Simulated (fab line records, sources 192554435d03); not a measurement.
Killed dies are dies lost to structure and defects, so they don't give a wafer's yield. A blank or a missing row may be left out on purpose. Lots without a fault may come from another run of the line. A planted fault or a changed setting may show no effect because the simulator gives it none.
fab line records | flow n5_finfet
record lots=7 wafers=21
route steps=1938 shown BEOL_M8@1368 BEOL_M10@1513 BEOL_M11@1560 BEOL_M12@1609 BEOL_M13@1706 BEOL_M14@1762 BEOL_M15@1773
start_h: hours from the record's first day to the start of the lot's first wafer shown | wait_h: hours since the lot's step before | " the same as in the row above | L1.1+2: a row that stands for several wafers | - no value, or no start given | * or withheld: withheld | < > ~ a bound
route shown NAME@n: a module of which the file shows steps, and the number in the route of the first | usual: mean/standard deviation of fault-free wafers | same: alike in all rows | chamber/n: place in a boat | sites: the reading at each site | _std_site: their standard deviation | _edge_site: outer sites' mean less inner sites' | radius_mm: how far each site lies from the wafer's centre | mask NAME#n: copy n | behind: the tool/chamber that last shaped the wafer | hold: why the lot was held/for how many hours/how that ended | device: the transistor (n, p or np) that didn't switch | end of line: the same wafers' tests at the end of the route | a step without rows: its recipe alone | killed: dies lost to structure and defects at the first sort, not the wafer's yield | map: a wafer's dies, x killed, . not, _ none there
set.NAME: the setting as run; set.NAME@STEP: as run at that earlier step | model.NAME: the simulator's own value behind a step, which no gauge read
lots whose settings were changed on purpose; a table a step, a row a wafer
## steps
# step N5_BEOL_M8_DESCUM_33
# recipe chemistry=O2 time_s=7 source_power_w=50 bias_power_w=20 pressure_mtorr=20 rf_frequency_hz=2.712e+07 temp_c=40 resist=CAR-EUV o2_flow_sccm=225
# columns lot.wafer tool chamber start_h wait_h set.time_s set.spin_rpm@BEOL_M8_COAT_22 model.CAR-EUV_of_BEOL_M8_COAT_22.thk_nm
L077.1+4 rie_diel-06 0,1 235.53 0.1 7 1500 26.2
L077.2 " 2 " " 7 1500 26
L082.1 rie_diel-03 3 270.01 0.0 7.81 1620 24.6
L082.4 " 1 " " 7 1500 26
L082.5 " 3 " " 7.81 1500 25.6
L085.1+3 rie_diel-05 1,2 281.16 0.0 7 1500 26.2
L085.4 " 3 " " 5.79 1500 26.8
L086.2+5 rie_diel-03 0,3 281.33 0.0 7 1419 27
L086.6 " 0 " " 7 1500 26.2
L089.1+3+4 rie_diel-03 2,1,0 314.56 0.0 7 1500 26
L092.2 rie_diel-05 2 337.67 0.3 6.414 1610 25.4
L092.4 " 0 " " 7 1610 25
L092.6 " 2 " " 7 1500 26
L094.3 rie_diel-03 1 346.39 0.1 5.884 1364 28
L094.5 " 2 " " 5.884 1500 26.4
L094.6 " 1 " " 7 1500 26
# step N5_BEOL_M8_ETCH_72
# recipe chemistry=N2/H2 target=underlayer target_depth_a=65 mask_material=CAR-EUV time_s=5.2 ion_energy_ev=200 pressure_mtorr=30 source_w=840 bias_w=150 n2_flow_sccm=200 h2_flow_sccm=200 ends=cleared
# columns lot.wafer tool chamber start_h wait_h set.spin_rpm@BEOL_M8_COAT_22 set.time_s@BEOL_M8_DESCUM_33 model.CAR-EUV_of_BEOL_M8_COAT_22.thk_nm
L077.1 rie_diel-06 0 235.57 0.0 1500 7 20.6
L077.2+4 " 2,1 " " 1500 7 20.4
L082.1 rie_diel-03 3 270.06 0.0 1620 7.81 18.8
L082.4 " 1 " " 1500 7 20.2
L082.5 " 3 " " 1500 7.81 19.8
L085.1+3 rie_diel-05 1,2 281.20 0.0 1500 7 20.4
L085.4 " 3 " " 1500 5.79 21
L086.2+5 rie_diel-03 0,3 281.37 0.0 1419 7 21.2
L086.6 " 0 " " 1500 7 20.4
L089.1 rie_diel-03 2 314.59 0.0 1500 7 20.4
L089.3+4 " 1,0 " " 1500 7 20.2
L092.2 rie_diel-05 2 337.71 0.0 1610 6.414 19.6
L092.4 " 0 " " 1610 7 19.4
L092.6 " 2 " " 1500 7 20.4
L094.3 rie_diel-03 1 346.42 0.0 1364 5.884 22.4
L094.5 " 2 " " 1500 5.884 20.8
L094.6 " 1 " " 1500 7 20.2
# step N5_BEOL_M8_ETCH_65
# recipe chemistry=CF4 target=SiARC target_depth_a=156 mask_material=CAR-EUV time_s=26 ion_energy_ev=80 pressure_mtorr=40 source_w=545 bias_w=36 Ar_flow_sccm=100 cf4_flow_sccm=100 ends=cleared
# columns lot.wafer tool chamber start_h wait_h set.spin_rpm@BEOL_M8_COAT_22 set.time_s@BEOL_M8_DESCUM_33 model.CAR-EUV_of_BEOL_M8_COAT_22.thk_nm
L077.1 rie_diel-06 0 235.59 0.0 1500 7 11.4
L077.2+4 " 2,1 " " 1500 7 11.2
L082.1 rie_diel-03 3 270.09 0.0 1620 7.81 9.6
L082.4 " 1 " " 1500 7 11
L082.5 " 3 " " 1500 7.81 10.6
L085.1+3 rie_diel-05 1,2 281.22 0.0 1500 7 11.2
L085.4 " 3 " " 1500 5.79 11.6
L086.2+5 rie_diel-03 0,3 281.38 0.0 1419 7 12
L086.6 " 0 " " 1500 7 11.2
L089.1+3+4 rie_diel-03 2,1,0 314.61 0.0 1500 7 11
L092.2 rie_diel-05 2 337.72 0.0 1610 6.414 10.4
L092.4 " 0 " " 1610 7 10.2
L092.6 " 2 " " 1500 7 11.2
L094.3 rie_diel-03 1 346.44 0.0 1364 5.884 13.2
L094.5 " 2 " " 1500 5.884 11.6
L094.6 " 1 " " 1500 7 11
# step N5_BEOL_M8_ETCH_66
# recipe chemistry=N2/H2 target=SOC target_depth_a=800 overetch_a=160 mask_material=SiARC temp_c=40 time_s=120 ion_energy_ev=200 pressure_mtorr=30 source_w=840 bias_w=150 n2_flow_sccm=200 h2_flow_sccm=200
# step N5_BEOL_M8_STRIP_69
# recipe chemistry=N2/H2 temp_c=40 n2_flow_sccm=200 h2_flow_sccm=200 rf_frequency_hz=6e+07
# step N5_BEOL_M8_STRIP_80
# recipe chemistry=N2/H2 time_s=10 power_w=450 temp_c=40 pressure_mtorr=20 rf_frequency_hz=6e+07 bias_power_w=7 n2_flow_sccm=200 h2_flow_sccm=200
# step N5_BEOL_M8_HM_STRIP_39
# recipe chemistry=peroxide_tin_strip material=TiN target_depth_a=250 temp_c=50 time_s=158
# columns lot.wafer tool chamber start_h wait_h set.temp_c@BEOL_M8_PECVD_70 model.SiO2_of_BEOL_M8_PECVD_70.thk_nm
L077.1 wet_bench-04 0 236.00 0.0 411.7 18
L077.2 " 6 " " 411.7 18.4
L077.4 " 1 " " 400 19.8
L082.1 wet_bench-02 0 270.67 0.0 400 19.4
L082.4 " 6 " " 395 20.4
L082.5 " 3 " " 395 20.6
L085.1 wet_bench-02 0 281.63 0.0 400 19.6
L085.3 " 1 " " 390.5 21
L085.4 " 7 " " 390.5 21.2
L086.2 wet_bench-04 4 281.80 0.0 400 19.6
L086.5 " 5 " " 382.9 22.2
L086.6 " 1 " " 400 20.2
L089.1 wet_bench-05 0 315.02 0.0 400 19.4
L089.3 " 1 " " 400 19.6
L089.4 " 7 " " 400 20
L092.2 wet_bench-02 5 338.13 0.0 384 21.8
L092.4 " 0 " " 400 20.2
L092.6 " 6 " " 400 20
L094.3 wet_bench-04 3 346.85 0.0 400 19.8
L094.5 " 7 " " 400 19.6
L094.6 " 0 " " 385.1 22
# step N5_BEOL_M10_ETCH_41
# recipe chemistry=CH3F/O2 target=SiCN target_depth_a=426 taper_deg=2 time_s=86 ion_energy_ev=120 mask_material=TiN pressure_mtorr=30 source_w=395 bias_w=75 Ar_flow_sccm=150 CH3F_flow_sccm=30 O2_flow_sccm=20
# usual rf_vpp_V=297.2/2.2
# columns lot.wafer tool chamber start_h wait_h set.source_w rf_vpp_V
L077.1 rie_diel-05 3 - - 355.4 310.2
L077.2 " 2 " " 395 300.3
L077.4 " 0 " " 355.4 307.5
L082.1 rie_diel-03 0 - - 395 296.7
L082.4 " 1 " " 395 296.9
L082.5 " 2 " " 395 293.4
L086.2 rie_diel-03 0 - - 395 297.8
L086.5 " 0 " " 395 295.1
L086.6 " 3 " " 395 299.1
L085.1 rie_diel-03 0 - - 395 296.1
L085.3 " 1 " " 395 297.3
L085.4 " 2 " " 395 292.8
L089.1 rie_diel-06 2 - - 395 297.1
L089.3 " 0 " " 395 295.5
L089.4 " 1 " " 395 300.9
L092.2 rie_diel-03 0 - - 395 296.1
L092.4 " 3 " " 376.5 302.0
L092.6 " 0 " " 395 296.6
L094.3 rie_diel-05 0 - - 395 301.4
L094.5 " 0 " " 356.2 310.8
L094.6 " 3 " " 395 298.9
# step N5_BEOL_M11_COAT_63
# recipe resist=SOC temp_c=250 time_s=60 spin_rpm=1500 resist_thk_nm=100
# columns lot.wafer tool chamber start_h wait_h set.spin_rpm model.SOC_of_BEOL_M11_COAT_63.thk_nm
L077.1 litho_track-04 0 261.76 0.0 1500 100.4
L077.2 " 0 " " 1500 100.6
L077.4 " 0 " " 1573 97.8
L082.1+5 litho_track-02 0 299.65 2.4 1500 100.4
L082.4 " 0 " " 1500 100.6
L086.2 litho_track-02 0 308.26 3.3 1500 101
L086.5 " 0 " " 1628 96.6
L086.6 " 0 " " 1500 100.8
L085.1 litho_track-03 0 311.34 1.4 1500 99.8
L085.3 " 0 " " 1500 100.2
L085.4 " 0 " " 1500 100
L089.1+3 litho_track-02 0 339.31 0.1 1500 100.4
L089.4 " 0 " " 1500 100.2
L092.2 litho_track-04 0 366.58 2.9 1332 106.6
L092.4 " 0 " " 1500 100.6
L092.6 " 0 " " 1500 100.2
L094.3 litho_track-03 0 375.93 1.8 1500 100.2
L094.5+6 " 0 " " 1667 95.2
# step N5_BEOL_M11_COAT_64
# recipe resist=SiARC temp_c=220 time_s=60 spin_rpm=1500 resist_thk_nm=30
# columns lot.wafer tool chamber start_h wait_h set.spin_rpm model.SiARC_of_BEOL_M11_COAT_64.thk_nm
L077.1 litho_track-04 0 - - 1500 30
L077.2+4 " 0 " " 1500 30.2
L082.1+4 litho_track-02 0 - - 1500 30.2
L082.5 " 0 " " 1583 29.4
L086.2+5+6 litho_track-02 0 - - 1500 30.2
L085.1+3 litho_track-03 0 - - 1500 29.8
L085.4 " 0 " " 1500 30
L089.1+3+4 litho_track-02 0 - - 1500 30.2
L092.2+6 litho_track-04 0 - - 1580 29.2
L092.4 " 0 " " 1500 30
L094.3+5+6 litho_track-03 0 - - 1500 30
# step N5_BEOL_M11_COAT_22
# recipe resist=CAR-ArF spin_rpm=1500 resist_thk_nm=90
# step N5_BEOL_M11_EBR_24
# recipe solvent=PGMEA ebr_width_mm=1.5
# step N5_BEOL_M11_DESCUM_33
# recipe chemistry=O2 time_s=7.9 source_power_w=50 bias_power_w=20 pressure_mtorr=20 rf_frequency_hz=2.712e+07 temp_c=40 resist=CAR-ArF o2_flow_sccm=225
# step N5_BEOL_M11_ETCH_65
# recipe chemistry=CF4 target=SiARC target_depth_a=390 mask_material=CAR-ArF time_s=65 ion_energy_ev=80 pressure_mtorr=40 source_w=545 bias_w=36 Ar_flow_sccm=100 cf4_flow_sccm=100 ends=cleared
# columns lot.wafer tool chamber start_h wait_h set.spin_rpm@BEOL_M11_COAT_64 model.etch.depth_nm
L077.1 rie_diel-01 3 262.52 0.0 1500 30.07
L077.2 " 0 " " 1500 30.15
L077.4 " 0 " " 1500 30.16
L082.1 rie_diel-02 2 300.41 0.0 1500 30.26
L082.4 " 2 " " 1500 30.14
L082.5 " 3 " " 1583 29.46
L086.2 rie_diel-04 3 308.76 0.0 1500 30.21
L086.5 " 1 " " 1500 30.17
L086.6 " 2 " " 1500 30.18
L085.1+3 rie_diel-04 1,2 311.71 0.0 1500 29.89
L085.4 " 3 " " 1500 29.94
L089.1 rie_diel-01 2 339.69 0.0 1500 30.19
L089.3 " 3 " " 1500 30.22
L089.4 " 0 " " 1500 30.27
L092.2 rie_diel-02 1 367.33 0.0 1580 29.28
L092.4 " 3 " " 1500 30.04
L092.6 " 0 " " 1580 29.25
L094.3 rie_diel-02 3 377.36 0.0 1500 29.97
L094.5 " 1 " " 1500 29.99
L094.6 " 0 " " 1500 29.95
# step N5_BEOL_M11_ETCH_66
# recipe chemistry=N2/H2 target=SOC target_depth_a=1200 overetch_a=240 mask_material=SiARC temp_c=40 time_s=180 ion_energy_ev=200 pressure_mtorr=30 source_w=840 bias_w=150 n2_flow_sccm=200 h2_flow_sccm=200
# columns lot.wafer tool chamber start_h wait_h set.spin_rpm@BEOL_M11_COAT_63 model.etch.depth_nm
L077.1 rie_diel-01 3 262.57 0.0 1500 100.4
L077.2 " 0 " " 1500 100.5
L077.4 " 0 " " 1573 97.83
L082.1 rie_diel-02 2 300.46 0.0 1500 100.4
L082.4+5 " 2,3 " " 1500 100.5
L086.2 rie_diel-04 3 308.81 0.0 1500 101
L086.5 " 1 " " 1628 96.59
L086.6 " 2 " " 1500 100.7
L085.1 rie_diel-04 1 311.76 0.0 1500 99.74
L085.3 " 2 " " 1500 100.3
L085.4 " 3 " " 1500 99.99
L089.1+3 rie_diel-01 2,3 339.74 0.0 1500 100.3
L089.4 " 0 " " 1500 100.2
L092.2 rie_diel-02 1 367.38 0.0 1332 106.5
L092.4 " 3 " " 1500 100.6
L092.6 " 0 " " 1500 100.2
L094.3 rie_diel-02 3 377.41 0.0 1500 100.3
L094.5 " 1 " " 1667 95.29
L094.6 " 0 " " 1667 95.25
# step N5_BEOL_M11_STRIP_69
# recipe chemistry=N2/H2 temp_c=40 n2_flow_sccm=200 h2_flow_sccm=200 rf_frequency_hz=6e+07
# step N5_BEOL_M11_VIA_ETCH_34
# recipe chemistry=C4F6/O2 target=SiCOH_lowk target_depth_a=1845 mask_material=SOC taper_deg=4 time_s=69.2 ion_energy_ev=250 pressure_mtorr=30 source_w=345 bias_w=185 Ar_flow_sccm=300 C4F6_flow_sccm=10 O2_flow_sccm=10
# columns lot.wafer tool chamber start_h wait_h set.spin_rpm@BEOL_M11_COAT_63 model.SOC_of_BEOL_M11_COAT_63.thk_nm
L077.1 rie_diel-01 3 262.69 0.0 1500 92.2
L077.2 " 0 " " 1500 92.4
L077.4 " 0 " " 1573 89.8
L082.1 rie_diel-02 2 300.58 0.0 1500 92.4
L082.4+5 " 2,3 " " 1500 92.6
L086.2 rie_diel-04 3 308.93 0.0 1500 92.8
L086.5 " 1 " " 1628 88.6
L086.6 " 2 " " 1500 92.6
L085.1 rie_diel-04 1 311.89 0.0 1500 91.8
L085.3 " 2 " " 1500 92.2
L085.4 " 3 " " 1500 92
L089.1+3 rie_diel-01 2,3 339.86 0.0 1500 92.2
L089.4 " 0 " " 1500 92.4
L092.2 rie_diel-02 1 367.50 0.0 1332 98.4
L092.4 " 3 " " 1500 92.6
L092.6 " 0 " " 1500 92
L094.3 rie_diel-02 3 377.53 0.0 1500 92.2
L094.5 " 1 " " 1667 87.2
L094.6 " 0 " " 1667 87
# step N5_BEOL_M12_PEB_08
# recipe peb_temp_c=130 peb_time_s=90
# columns lot.wafer tool chamber start_h wait_h set.peb_time_s
L077.1+4 litho_track-02 0 266.54 0.1 90
L077.2 " 0 " " 80.79
L082.1 litho_track-02 0 303.39 0.1 78.67
L082.4+5 " 0 " " 90
L086.2 litho_track-02 0 314.26 0.0 82.36
L086.5+6 " 0 " " 90
L085.1 litho_track-02 0 315.41 0.1 90
L085.3+4 " 0 " " 99.39
L089.1+3+4 litho_track-05 0 343.96 0.1 90
L092.2+4+6 litho_track-02 0 371.00 0.0 90
L094.3+5+6 litho_track-02 0 381.17 0.0 90
# step N5_BEOL_M12_DEVELOP_09
# recipe develop_time_s=45 rinse_liquid=diw dry=air_spin dev_temp_c=21
# step N5_BEOL_M12_HARDBAKE_14
# recipe temp_c=130 time_s=120
# step N5_BEOL_M12_CD_MEAS_10
# recipe target_cd_nm=140 landing_energy_ev=500 detector=se_inlens polarity=opening
# usual cd_nm=139.5/1.4
# columns lot.wafer tool chamber start_h wait_h set.peb_time_s@BEOL_M12_PEB_08 cd_nm
L077.1 cd_sem-01 0 266.65 - 90 140.2
L077.2 " 0 " " 80.79 136.8
L077.4 " 0 " " 90 140.0
L082.1 cd_sem-02 0 303.50 - 78.67 136.0
L082.4 " 0 " " 90 140.8
L082.5 " 0 " " 90 140.2
L086.2 cd_sem-02 0 314.37 - 82.36 136.1
L086.5 " 0 " " 90 138.2
L086.6 " 0 " " 90 137.9
L085.1 cd_sem-02 0 315.53 - 90 140.4
L085.3 " 0 " " 99.39 142.6
L085.4 " 0 " " 99.39 142.8
L089.1 cd_sem-03 0 344.07 - 90 138.9
L089.3 " 0 " " 90 138.0
L089.4 " 0 " " 90 138.6
L092.2 cd_sem-03 0 371.12 - 90 136.5
L092.4 " 0 " " 90 137.1
L092.6 " 0 " " 90 138.6
L094.3 cd_sem-01 0 381.29 - 90 142.5
L094.5 " 0 " " 90 140.3
L094.6 " 0 " " 90 139.7
# step N5_BEOL_M13_SPUTTER_44
# recipe material=Ta target_thk_a=100 temp_c=50 bias_v=80 power_w=15000 chamber_pressure_pa=0.07 time_s=16.13
# columns lot.wafer tool chamber start_h wait_h set.power_w model.Ta_of_BEOL_M13_SPUTTER_44.thk_nm
L077.1+2+4 pvd_sputter-02 - 275.80 0.0 15000 9.8
L082.1+4+5 pvd_sputter-03 - 316.54 0.0 15000 10.2
L086.2 pvd_sputter-02 - 327.33 0.0 15000 9.8
L086.5+6 " - " " 15000 10
L085.1 pvd_sputter-02 - 329.57 0.0 13980 9.4
L085.3+4 " - " " 15000 10
L089.1+3+4 pvd_sputter-03 - 352.73 0.0 15000 10.2
L092.2+4 pvd_sputter-03 - 378.16 0.0 16490 11
L092.6 " - " " 15000 10
L094.3+6 pvd_sputter-03 - 390.00 0.0 16080 10.8
L094.5 " - " " 15000 10
# step N5_BEOL_M14_SPUTTER_43
# recipe material=TaN target_thk_a=150 temp_c=50 bias_v=168.6 power_w=15000 chamber_pressure_pa=0.12 time_s=24.19
# columns lot.wafer tool chamber start_h wait_h set.power_w model.TaN_of_BEOL_M14_SPUTTER_43.thk_nm
L077.1 pvd_sputter-02 - 280.56 0.0 15000 14.6
L077.2 " - " " 15000 15
L077.4 " - " " 15000 14.8
L082.1+5 pvd_sputter-03 - 321.49 0.0 13940 13.8
L082.4 " - " " 15000 15.2
L086.2+5 pvd_sputter-02 - 331.55 0.0 15000 14.8
L086.6 " - " " 16130 15.8
L085.1+3 pvd_sputter-01 - 334.43 0.0 15000 15
L085.4 " - " " 13940 13.8
L089.1+3 pvd_sputter-02 - 358.73 0.0 15000 15
L089.4 " - " " 15000 14.8
L092.2+4 pvd_sputter-03 - 382.90 0.0 13440 13.2
L092.6 " - " " 15000 15
L094.3 pvd_sputter-03 - 395.44 0.0 17600 17.4
L094.5+6 " - " " 15000 14.8
# step N5_BEOL_M15_ILD_DEP_00
# recipe material=SiO2 target_thk_a=16293 temp_c=400 precursor=TEOS/O2 pressure_torr=6.5 rf_w=900 teos_flow_sccm=161.4 gas=O2 flow_sccm=2650 time_s=346.1
# columns lot.wafer tool chamber start_h wait_h set.temp_c model.SiO2_of_BEOL_M15_ILD_DEP_00.thk_nm
L077.1 pecvd-01 0 281.81 0.0 394.9 1674
L077.2 " 1 " " 400 1577
L077.4 " 2 " " 394.9 1698
L082.1 pecvd-01 0 322.75 0.0 394.2 1696
L082.4 " 1 " " 400 1611
L082.5 " 2 " " 400 1641
L086.2 pecvd-03 1 332.82 0.0 400 1621
L086.5 " 2 " " 394.3 1695
L086.6 " 1 " " 394.3 1685
L085.1 pecvd-03 2 336.03 0.0 404.6 1572
L085.3 " 0 " " 400 1629
L085.4 " 2 " " 404.6 1602
L089.1 pecvd-01 1 360.20 0.0 400 1622
L089.3 " 2 " " 400 1607
L089.4 " 0 " " 400 1657
L092.2 pecvd-03 1 384.15 0.0 400 1611
L092.4 " 2 " " 393.6 1722
L092.6 " 0 " " 393.6 1716
L094.3 pecvd-04 1 396.89 0.1 400 1648
L094.5 " 0 " " 400 1621
L094.6 " 1 " " 400 1631
# step N5_BEOL_M15_THK_MEAS_01
# recipe reads=SiO2_of_BEOL_M15_ILD_DEP_00
# usual M15_ILD_THK=1627/18
# columns lot.wafer tool chamber start_h wait_h set.temp_c@BEOL_M15_ILD_DEP_00 M15_ILD_THK[nm]
L077.1 film_metro-02 - 282.06 0.1 394.9 1673
L077.2 " - " " 400 1578
L077.4 " - " " 394.9 1698
L082.1 film_metro-02 - 323.00 0.1 394.2 1696
L082.4 " - " " 400 1612
L082.5 " - " " 400 1641
L086.2 film_metro-02 - 333.07 0.1 400 1621
L086.5 " - " " 394.3 1694
L086.6 " - " " 394.3 1687
L085.1 film_metro-02 - 336.28 0.1 404.6 1573
L085.3 " - " " 400 1629
L085.4 " - " " 404.6 1602
L089.1 film_metro-02 - 360.45 0.1 400 1624
L089.3 " - " " 400 1608
L089.4 " - " " 400 1657
L092.2 film_metro-01 - 384.40 0.1 400 1612
L092.4 " - " " 393.6 1722
L092.6 " - " " 393.6 1718
L094.3 film_metro-01 - 397.15 0.1 400 1648
L094.5 " - " " 400 1621
L094.6 " - " " 400 1630
# step N5_BEOL_M15_COAT_04
# recipe spin_rpm=1704 resist_thk_nm=800
# columns lot.wafer tool chamber start_h wait_h set.spin_rpm model.coat_of_BEOL_M15_COAT_04.thk_nm
L077.1 litho_track-03 0 - - 1883 758.6
L077.2 " 0 " " 1704 801.2
L077.4 " 0 " " 1704 800
L082.1 litho_track-01 0 - - 1644 816
L082.4 " 0 " " 1644 817.4
L082.5 " 0 " " 1704 804.4
L086.2 litho_track-03 0 - - 1704 797.6
L086.5 " 0 " " 1704 798.2
L086.6 " 0 " " 1704 798
L085.1 litho_track-03 0 - - 1845 763.4
L085.3 " 0 " " 1704 795.6
L085.4 " 0 " " 1704 795.4
L089.1 litho_track-03 0 - - 1704 796.6
L089.3 " 0 " " 1704 798.4
L089.4 " 0 " " 1704 797
L092.2 litho_track-05 0 - - 1704 799
L092.4 " 0 " " 1820 773.6
L092.6 " 0 " " 1704 799.2
L094.3 litho_track-01 0 - - 1577 833.2
L094.5 " 0 " " 1577 831.2
L094.6 " 0 " " 1704 799.6
## key
split step=N5_BEOL_M8_DESCUM_33 setting=time_s stated=7 by=wafer
response step=N5_BEOL_M8_DESCUM_33 reading=model.CAR-EUV_of_BEOL_M8_COAT_22.thk_nm slope=-0.0349 per=1% together_with=spin_rpm@BEOL_M8_COAT_22 explained=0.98
response step=N5_BEOL_M8_ETCH_72 reading=model.CAR-EUV_of_BEOL_M8_COAT_22.thk_nm slope=-0.0361 per=1% together_with=spin_rpm@BEOL_M8_COAT_22 explained=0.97
response step=N5_BEOL_M8_ETCH_65 reading=model.CAR-EUV_of_BEOL_M8_COAT_22.thk_nm slope=-0.0313 per=1% together_with=spin_rpm@BEOL_M8_COAT_22 explained=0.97
split step=N5_BEOL_M10_ETCH_41 setting=source_w stated=395 by=wafer
response step=N5_BEOL_M10_ETCH_41 reading=rf_vpp_V change=-0.989 per=1% r=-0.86
split step=N5_BEOL_M11_COAT_63 setting=spin_rpm stated=1500 by=wafer
response step=N5_BEOL_M11_COAT_63 reading=model.SOC_of_BEOL_M11_COAT_63.thk_nm change=-0.506 per=1% r=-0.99
response step=N5_BEOL_M11_ETCH_66 reading=model.etch.depth_nm change=-0.502 per=1% r=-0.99
response step=N5_BEOL_M11_VIA_ETCH_34 reading=model.SOC_of_BEOL_M11_COAT_63.thk_nm change=-0.498 per=1% r=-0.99
split step=N5_BEOL_M11_COAT_64 setting=spin_rpm stated=1500 by=wafer
response step=N5_BEOL_M11_COAT_64 reading=model.SiARC_of_BEOL_M11_COAT_64.thk_nm change=-0.147 per=1% r=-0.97
response step=N5_BEOL_M11_ETCH_65 reading=model.etch.depth_nm change=-0.14 per=1% r=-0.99
split step=N5_BEOL_M12_PEB_08 setting=peb_time_s stated=90 by=wafer
response step=N5_BEOL_M12_CD_MEAS_10 reading=cd_nm change=+0.295 per=1% r=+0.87
split step=N5_BEOL_M13_SPUTTER_44 setting=power_w stated=15000 by=wafer
response step=N5_BEOL_M13_SPUTTER_44 reading=model.Ta_of_BEOL_M13_SPUTTER_44.thk_nm change=+0.1 per=1% r=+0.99
split step=N5_BEOL_M14_SPUTTER_43 setting=power_w stated=15000 by=wafer
response step=N5_BEOL_M14_SPUTTER_43 reading=model.TaN_of_BEOL_M14_SPUTTER_43.thk_nm change=+0.159 per=1% r=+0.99
split step=N5_BEOL_M15_ILD_DEP_00 setting=temp_c stated=400 by=wafer
response step=N5_BEOL_M15_ILD_DEP_00 reading=model.SiO2_of_BEOL_M15_ILD_DEP_00.thk_nm change=-58.2 per=1% r=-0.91
response step=N5_BEOL_M15_THK_MEAS_01 reading=M15_ILD_THK change=-57.9 per=1% r=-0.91
split step=N5_BEOL_M15_COAT_04 setting=spin_rpm stated=1704 by=wafer
response step=N5_BEOL_M15_COAT_04 reading=model.coat_of_BEOL_M15_COAT_04.thk_nm change=-3.98 per=1% r=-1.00
split outside_this_file step=N5_BEOL_M8_PECVD_70 setting=temp_c
split outside_this_file step=N5_BEOL_M8_COAT_22 setting=spin_rpm
# split outside_this_file: this setting was split too, and the file shows its column; the key of that split is in another file
